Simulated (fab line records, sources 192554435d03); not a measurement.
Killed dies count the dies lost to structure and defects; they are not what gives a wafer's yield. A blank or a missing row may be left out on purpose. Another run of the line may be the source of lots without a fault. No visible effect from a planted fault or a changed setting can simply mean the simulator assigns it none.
Matching of chambers :: flow n5_finfet :: cvd_co-02 running N5_BEOL_M1_CO_CAP_55: 3 sister chambers
The step material Co, precursor CCTBA/H2, target thk 2 nm, time 102.1 s. 33 wafers are shown with their chamber, then 12 later ones without.

WAFERS, EACH WITH ITS CHAMBER
wafer: L074.2
chamber: 1
heater_power_w (W): 273
chamber_pressure_Torr (Torr): 29.82
susceptor_temp_C (C): 200.03

wafer: L074.5
chamber: 2
heater_power_w (W): 210
chamber_pressure_Torr (Torr): 29.83
susceptor_temp_C (C): 200.08

wafer: L074.6
chamber: 0
heater_power_w (W): 227
chamber_pressure_Torr (Torr): 30.04
susceptor_temp_C (C): 200.22

wafer: L078.1
chamber: 1
heater_power_w (W): 275
chamber_pressure_Torr (Torr): 30.07
susceptor_temp_C (C): 200.27

wafer: L078.3
chamber: 0
heater_power_w (W): 234
chamber_pressure_Torr (Torr): 29.96
susceptor_temp_C (C): 199.96

wafer: L078.5
chamber: 1
heater_power_w (W): 274
chamber_pressure_Torr (Torr): 29.96
susceptor_temp_C (C): 200.02

wafer: L081.1
chamber: 1
heater_power_w (W): 283
chamber_pressure_Torr (Torr): 30.08
susceptor_temp_C (C): 199.86

wafer: L081.3
chamber: 0
heater_power_w (W): 226
chamber_pressure_Torr (Torr): 29.90
susceptor_temp_C (C): 199.83

wafer: L081.6
chamber: 1
heater_power_w (W): 276
chamber_pressure_Torr (Torr): 30.09
susceptor_temp_C (C): 200.24

wafer: L083.1
chamber: 2
heater_power_w (W): 207
chamber_pressure_Torr (Torr): 29.93
susceptor_temp_C (C): 200.20

wafer: L083.4
chamber: 0
heater_power_w (W): 230
chamber_pressure_Torr (Torr): 29.88
susceptor_temp_C (C): 199.88

wafer: L083.6
chamber: 1
heater_power_w (W): 272
chamber_pressure_Torr (Torr): 30.09
susceptor_temp_C (C): 199.65

wafer: L085.2
chamber: 2
heater_power_w (W): 204
chamber_pressure_Torr (Torr): 30.08
susceptor_temp_C (C): 199.94

wafer: L085.3
chamber: 0
heater_power_w (W): 231
chamber_pressure_Torr (Torr): 29.88
susceptor_temp_C (C): 200.22

wafer: L085.6
chamber: 2
heater_power_w (W): 209
chamber_pressure_Torr (Torr): 30.04
susceptor_temp_C (C): 200.10

wafer: L088.2
chamber: 0
heater_power_w (W): 233
chamber_pressure_Torr (Torr): 29.99
susceptor_temp_C (C): 199.81

wafer: L088.4
chamber: 0
heater_power_w (W): 226
chamber_pressure_Torr (Torr): 30.03
susceptor_temp_C (C): 199.99

wafer: L088.5
chamber: 2
heater_power_w (W): 206
chamber_pressure_Torr (Torr): 30.04
susceptor_temp_C (C): 200.05

wafer: L089.2
chamber: 0
heater_power_w (W): 233
chamber_pressure_Torr (Torr): 30.01
susceptor_temp_C (C): 200.09

wafer: L089.4
chamber: 2
heater_power_w (W): 204
chamber_pressure_Torr (Torr): 29.92
susceptor_temp_C (C): 199.89

wafer: L089.5
chamber: 1
heater_power_w (W): 284
chamber_pressure_Torr (Torr): 30.08
susceptor_temp_C (C): 200.01

wafer: L090.1
chamber: 0
heater_power_w (W): 232
chamber_pressure_Torr (Torr): 29.97
susceptor_temp_C (C): 199.89

wafer: L090.4
chamber: 2
heater_power_w (W): 201
chamber_pressure_Torr (Torr): 29.96
susceptor_temp_C (C): 200.04

wafer: L090.5
chamber: 0
heater_power_w (W): 223
chamber_pressure_Torr (Torr): 29.88
susceptor_temp_C (C): 200.08

wafer: L092.1
chamber: 0
heater_power_w (W): 236
chamber_pressure_Torr (Torr): 30.00
susceptor_temp_C (C): 199.75

wafer: L092.2
chamber: 2
heater_power_w (W): 207
chamber_pressure_Torr (Torr): 30.01
susceptor_temp_C (C): 200.10

wafer: L092.5
chamber: 1
heater_power_w (W): 276
chamber_pressure_Torr (Torr): 29.91
susceptor_temp_C (C): 200.26

wafer: L091.1
chamber: 2
heater_power_w (W): 202
chamber_pressure_Torr (Torr): 30.07
susceptor_temp_C (C): 199.71

wafer: L091.4
chamber: 2
heater_power_w (W): 207
chamber_pressure_Torr (Torr): 30.09
susceptor_temp_C (C): 200.00

wafer: L091.6
chamber: 1
heater_power_w (W): 282
chamber_pressure_Torr (Torr): 29.94
susceptor_temp_C (C): 199.77

wafer: L093.1
chamber: 0
heater_power_w (W): 227
chamber_pressure_Torr (Torr): 29.97
susceptor_temp_C (C): 199.88

wafer: L093.3
chamber: 1
heater_power_w (W): 270
chamber_pressure_Torr (Torr): 30.01
susceptor_temp_C (C): 199.93

wafer: L093.5
chamber: 2
heater_power_w (W): 210
chamber_pressure_Torr (Torr): 29.95
susceptor_temp_C (C): 199.97

SIGNATURES (averages over the wafers above)
reading: heater_power_w
chamber 0: 229.83
chamber 1: 276.50
chamber 2: 206.09
scatter within a chamber: 4

reading: chamber_pressure_Torr
chamber 0: 29.9592
chamber 1: 30.0050
chamber 2: 29.9927
scatter within a chamber: 0.0786

reading: susceptor_temp_C
chamber 0: 199.9667
chamber 1: 200.0040
chamber 2: 200.0073
scatter within a chamber: 0.167
Rule: distance of a wafer from a chamber = root of the sum over the readings of ((wafer's reading minus chamber's mean) / reading's scatter) squared. The wafer belongs to the nearest chamber; if the next one is less than 2 further off, it can't be placed. How the scatter is found: for the shown wafers, subtract from each reading the mean of its chamber, square and add these, divide the total by (wafers less chambers), then take the root.

WAFERS WITHOUT THEIR CHAMBER
wafer: L096.1
heater_power_w (W): 226
chamber_pressure_Torr (Torr): 30.19
susceptor_temp_C (C): 200.21

wafer: L096.2
heater_power_w (W): 283
chamber_pressure_Torr (Torr): 30.02
susceptor_temp_C (C): 199.96

wafer: L096.3
heater_power_w (W): 210
chamber_pressure_Torr (Torr): 30.02
susceptor_temp_C (C): 199.93

wafer: L095.1
heater_power_w (W): 277
chamber_pressure_Torr (Torr): 30.08
susceptor_temp_C (C): 200.07

wafer: L095.2
heater_power_w (W): 203
chamber_pressure_Torr (Torr): 30.04
susceptor_temp_C (C): 199.87

wafer: L095.4
heater_power_w (W): 236
chamber_pressure_Torr (Torr): 30.06
susceptor_temp_C (C): 200.06

wafer: L094.1
heater_power_w (W): 272
chamber_pressure_Torr (Torr): 30.02
susceptor_temp_C (C): 200.26

wafer: L094.4
heater_power_w (W): 205
chamber_pressure_Torr (Torr): 30.15
susceptor_temp_C (C): 199.91

wafer: L094.5
heater_power_w (W): 279
chamber_pressure_Torr (Torr): 29.97
susceptor_temp_C (C): 200.37

wafer: L097.4
heater_power_w (W): 281
chamber_pressure_Torr (Torr): 29.97
susceptor_temp_C (C): 199.97

wafer: L097.5
heater_power_w (W): 235
chamber_pressure_Torr (Torr): 30.01
susceptor_temp_C (C): 200.03

wafer: L097.6
heater_power_w (W): 208
chamber_pressure_Torr (Torr): 30.02
susceptor_temp_C (C): 199.92

WHICH CHAMBER EACH WENT THROUGH
wafer: L096.1
from the rows above: 0
in truth: 0

wafer: L096.2
from the rows above: 1
in truth: 1

wafer: L096.3
from the rows above: 2
in truth: 2

wafer: L095.1
from the rows above: 1
in truth: 1

wafer: L095.2
from the rows above: 2
in truth: 2

wafer: L095.4
from the rows above: 0
in truth: 0

wafer: L094.1
from the rows above: 1
in truth: 1

wafer: L094.4
from the rows above: 2
in truth: 2

wafer: L094.5
from the rows above: 1
in truth: 1

wafer: L097.4
from the rows above: 1
in truth: 1

wafer: L097.5
from the rows above: 0
in truth: 0

wafer: L097.6
from the rows above: 2
in truth: 2
Correctly placed: 12 of 12. Left unplaced by these rows: 0. Number placed wrongly: 0.
